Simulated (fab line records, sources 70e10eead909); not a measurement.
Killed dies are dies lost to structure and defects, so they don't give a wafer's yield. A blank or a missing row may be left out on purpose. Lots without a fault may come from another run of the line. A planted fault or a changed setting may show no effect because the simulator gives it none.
fab line records | flow nand_harc | part 2 of 2: steps 23 to 29 of 29
record lots=5 wafers=15 last_day=33
route steps=1302 shown A_CHANNEL_HOLE_D1@453
lots that met no fault: from a run of the same line without faults
start_h: hours from the record's first day to the start of the lot's first wafer shown | wait_h: hours since the lot's step before | " the same as in the row above | L1.1+2: a row that stands for several wafers | - no value, or no start given | * or withheld: withheld | < > ~ a bound
route shown NAME@n: a module of which the file shows steps, and the number in the route of the first | usual: mean/standard deviation of fault-free wafers | same: alike in all rows | chamber/n: place in a boat | sites: the reading at each site | _std_site: their standard deviation | _edge_site: outer sites' mean less inner sites' | radius_mm: how far each site lies from the wafer's centre | mask NAME#n: copy n | behind: the tool/chamber that last shaped the wafer | hold: why the lot was held/for how many hours/how that ended | device: the transistor (n, p or np) that didn't switch | end of line: the same wafers' tests at the end of the route | a step without rows: its recipe alone | killed: dies lost to structure and defects at the first sort, not the wafer's yield | map: a wafer's dies, x killed, . not, _ none there
set.NAME: the setting as run; set.NAME@STEP: as run at that earlier step | model.NAME: the simulator's own value behind a step, which no gauge read
lots at some steps of the route; a table a step, a row a wafer
services: from which hour (start_h, from the record's first day; less than 0 if before it) a tool's chamber was out of use, for how many hours, and why
## steps
# step NHARC_A_CHANNEL_HOLE_D1_ETCH_23
# recipe bias_v=5000 source_w=withheld pressure_mtorr=20 time_s=819 ar_flow_sccm=375 c4f8_flow_sccm=89.3 o2_flow_sccm=35.7 temp_c=-20 target_depth_a=16000 chemistry=C4F8/O2/Ar
# usual drypump_motor_current_A=5.96/0.25 showerhead_plenum_p_Torr=3.60/0.12 throttle_valve_pct=32.154/0.0091
# columns lot.wafer tool chamber start_h wait_h drypump_motor_current_A rf_hours_counter_h showerhead_plenum_p_Torr throttle_valve_pct
L084.1 har_etch-01 0 291.19 0.5 5.84 154 3.70 32.161
L084.2 " 1 " " 5.87 154 3.53 32.150
L084.3 " 1 " " 5.87 - 3.53 32.163
L092.3 har_etch-02 1 361.27 0.5 6.54 - 3.39 32.150
L092.4 " 0 " " 5.87 - 3.70 32.155
L092.6 " 0 " " 5.89 - 3.70 32.153
L093.1 har_etch-01 0 371.33 0.5 5.79 204 3.68 32.145
L093.5 " 1 " " 5.85 - 3.51 32.170
L093.6 " 0 " " 5.81 - 3.68 32.158
L095.3 har_etch-01 1 398.93 0.5 5.85 - 3.50 32.146
L095.5 " 1 " " 5.88 - 3.50 32.148
L095.6 " 0 " " 5.82 - 3.67 32.144
L096.2 har_etch-01 1 407.12 0.5 5.86 227 3.49 32.167
L096.4 " 1 " " 5.85 - 3.49 32.164
L096.5 " 1 " " 5.85 - 3.49 32.168
# step NHARC_A_CHANNEL_HOLE_D1_ETCH_24
# recipe bias_v=5000 source_w=withheld pressure_mtorr=20 time_s=906.2 ar_flow_sccm=375 c4f8_flow_sccm=93.8 o2_flow_sccm=31.2 temp_c=-20 target_depth_a=15000 chemistry=C4F8/O2/Ar
# usual drypump_motor_current_A=5.96/0.24 showerhead_plenum_p_Torr=3.60/0.12 throttle_valve_pct=32.234/0.0085
# columns lot.wafer tool chamber start_h wait_h drypump_motor_current_A rf_hours_counter_h showerhead_plenum_p_Torr throttle_valve_pct
L084.1 har_etch-01 0 291.89 0.6 5.81 155 3.70 32.243
L084.2 " 1 " " 5.87 155 3.53 32.246
L084.3 " 1 " " 5.88 - 3.53 32.227
L092.3 har_etch-02 1 361.97 0.6 6.57 - 3.39 32.227
L092.4 " 0 " " 5.87 - 3.70 32.236
L092.6 " 0 " " 5.88 - 3.70 32.222
L093.1 har_etch-01 0 372.03 0.6 5.81 204 3.67 32.240
L093.5 " 1 " " 5.88 - 3.50 32.229
L093.6 " 0 " " 5.82 - 3.67 32.221
L095.3 har_etch-01 1 399.64 0.6 5.88 - 3.49 32.239
L095.5 " 1 " " 5.88 - 3.49 32.227
L095.6 " 0 " " 5.83 - 3.66 32.231
L096.2 har_etch-01 1 407.83 0.6 5.85 228 3.49 32.237
L096.4 " 1 " " 5.86 - 3.49 32.235
L096.5 " 1 " " 5.86 - 3.49 32.222
# step NHARC_A_CHANNEL_HOLE_D1_ETCH_25
# recipe bias_v=5000 source_w=withheld pressure_mtorr=20 time_s=1040.2 ar_flow_sccm=375 c4f8_flow_sccm=93.8 o2_flow_sccm=31.2 temp_c=-20 target_depth_a=15000 chemistry=C4F8/O2/Ar
# usual drypump_motor_current_A=5.96/0.25 showerhead_plenum_p_Torr=3.60/0.12 throttle_valve_pct=32.234/0.0091
# columns lot.wafer tool chamber start_h wait_h drypump_motor_current_A rf_hours_counter_h showerhead_plenum_p_Torr throttle_valve_pct
L084.1 har_etch-01 0 292.66 0.6 5.82 156 3.70 32.244
L084.2 " 1 " " 5.86 156 3.53 32.228
L084.3 " 1 " " 5.86 - 3.53 32.254
L092.3 har_etch-02 1 362.77 0.7 6.50 - 3.39 32.246
L092.4 " 0 " " 5.88 - 3.70 32.236
L092.6 " 0 " " 5.88 - 3.70 32.241
L093.1 har_etch-01 0 372.80 0.6 5.81 205 3.67 32.225
L093.5 " 1 " " 5.87 - 3.50 32.225
L093.6 " 0 " " 5.82 - 3.67 32.233
L095.3 har_etch-01 1 400.45 0.7 5.87 - 3.49 32.237
L095.5 " 1 " " 5.87 - 3.49 32.235
L095.6 " 0 " " 5.84 - 3.66 32.244
L096.2 har_etch-01 1 408.60 0.6 5.86 229 3.49 32.235
L096.4 " 1 " " 5.86 - 3.49 32.227
L096.5 " 1 " " 5.87 - 3.49 32.229
# step NHARC_A_CHANNEL_HOLE_D1_ETCH_26
# recipe bias_v=300 source_w=2000 pressure_mtorr=30 time_s=224.1 ar_flow_sccm=375 c4f8_flow_sccm=11.4 o2_flow_sccm=113.6 temp_c=-20 target_depth_a=3000 chemistry=C4F8/O2/Ar
# usual drypump_motor_current_A=5.96/0.24 showerhead_plenum_p_Torr=3.64/0.13 throttle_valve_pct=24.584/0.0096
# columns lot.wafer tool chamber start_h wait_h drypump_motor_current_A rf_hours_counter_h showerhead_plenum_p_Torr throttle_valve_pct
L084.1 har_etch-01 0 293.53 0.7 5.83 156 3.75 24.586
L084.2 " 1 " " 5.86 156 3.57 24.597
L084.3 " 1 " " 5.85 - 3.57 24.594
L092.3 har_etch-02 1 363.42 0.5 6.48 - 3.42 24.576
L092.4 " 0 " " 5.86 - 3.75 24.579
L092.6 " 0 " " 5.87 - 3.75 24.583
L093.1 har_etch-01 0 373.57 0.6 5.81 206 3.72 24.592
L093.5 " 1 " " 5.86 - 3.54 24.589
L093.6 " 0 " " 5.81 - 3.72 24.578
L095.3 har_etch-01 1 401.09 0.5 5.87 - 3.53 24.570
L095.5 " 1 " " 5.87 - 3.53 24.566
L095.6 " 0 " " 5.84 - 3.71 24.580
L096.2 har_etch-01 1 409.36 0.6 5.87 229 3.53 24.595
L096.4 " 1 " " 5.86 - 3.53 24.590
L096.5 " 1 " " 5.87 - 3.53 24.593
# step NHARC_A_CHANNEL_HOLE_D1_ETCH_33
# recipe bias_v=400 source_w=2000 pressure_mtorr=25 time_s=90 ar_flow_sccm=375 c4f8_flow_sccm=41.7 o2_flow_sccm=83.3 temp_c=-20 target_depth_a=4000 chemistry=C4F8/O2/Ar
# usual drypump_motor_current_A=5.96/0.24 showerhead_plenum_p_Torr=3.64/0.12 throttle_valve_pct=27.619/0.0094
# columns lot.wafer tool chamber start_h wait_h drypump_motor_current_A rf_hours_counter_h showerhead_plenum_p_Torr throttle_valve_pct
L084.1 har_etch-01 0 293.73 0.2 5.81 157 3.74 27.613
L084.2 " 1 " " 5.85 157 3.57 27.616
L084.3 " 1 " " 5.87 - 3.57 27.610
L092.3 har_etch-02 1 363.62 0.2 6.54 - 3.42 27.636
L092.4 " 0 " " 5.92 - 3.74 27.609
L092.6 " 0 " " 5.91 - 3.74 27.608
L093.1 har_etch-01 0 373.76 0.2 5.84 206 3.72 27.625
L093.5 " 1 " " 5.88 - 3.54 27.616
L093.6 " 0 " " 5.82 - 3.72 27.615
L095.3 har_etch-01 1 401.29 0.2 5.86 - 3.53 27.637
L095.5 " 1 " " 5.87 - 3.53 27.615
L095.6 " 0 " " 5.83 - 3.71 27.609
L096.2 har_etch-01 1 409.56 0.2 5.84 230 3.53 27.625
L096.4 " 1 " " 5.86 - 3.53 27.615
L096.5 " 1 " " 5.85 - 3.53 27.617
# step NHARC_A_CHANNEL_HOLE_D1_STRIP_41
# recipe n2_flow_sccm=150 h2_flow_sccm=150 ar_flow_sccm=0 bias_w=0 chemistry=N2/H2
# columns lot.wafer tool chamber start_h wait_h
L084.1+3+2 rie_diel-03 0,1,2 294.26 0.5
L092.4+3+6 rie_diel-09 1,3,0 364.10 0.4
L093.1+6+5 rie_diel-03 0,2,3 374.28 0.5
L095.3+5+6 rie_diel-03 0,0,1 401.75 0.4
L096.4+2+5 rie_diel-03 2,3,2 410.07 0.4
# step NHARC_A_CHANNEL_HOLE_D1_STRIP_42
# recipe cf4_flow_sccm=100 chf3_flow_sccm=30 ar_flow_sccm=0 bias_w=0 chemistry=CF4/CHF3
# columns lot.wafer tool chamber start_h wait_h
L084.2+1+3 rie_diel-03 0,1,2 294.36 0.1
L092.3+4+6 rie_diel-09 0,1,3 364.19 0.1
L093.1+6+5 rie_diel-03 1,0,1 374.36 0.1
L095.3+5+6 rie_diel-03 2,3,0 401.86 0.1
L096.4+2+5 rie_diel-03 0,1,2 410.16 0.1
## services
# columns tool chamber start_h hours kind
rie_diel-03 - 281.30 9.0 pm
rie_diel-03 0 281.30 9.0 vent_cycle
rie_diel-03 1 281.30 9.0 vent_cycle
rie_diel-03 2 281.30 9.0 vent_cycle
rie_diel-03 3 281.30 9.0 vent_cycle
arfi_scanner-01 - 281.42 2.3 repair
rie_diel-03 0 290.30 - clean
rie_diel-03 1 290.30 - clean
rie_diel-03 2 290.30 - clean
rie_diel-03 1 310.53 5.6 repair
arfi_scanner-02 - 312.38 4.0 pm
rie_diel-01 - 318.47 29.9 repair
rie_diel-09 - 322.32 9.0 pm
litho_track-01 - 330.00 7.0 pm
rie_diel-03 - 340.38 2.4 repair
rie_diel-01 2 348.93 9.0 repair
litho_track-06 - 354.00 7.0 pm
rie_diel-01 1 359.08 9.7 repair
arfi_scanner-02 - 365.52 1.2 repair
har_etch-01 - 377.65 4.9 repair
litho_track-04 - 378.00 7.0 pm
rie_diel-09 0 380.91 7.5 repair
rie_diel-01 - 381.23 9.0 pm
har_etch-02 - 387.28 17.0 pm
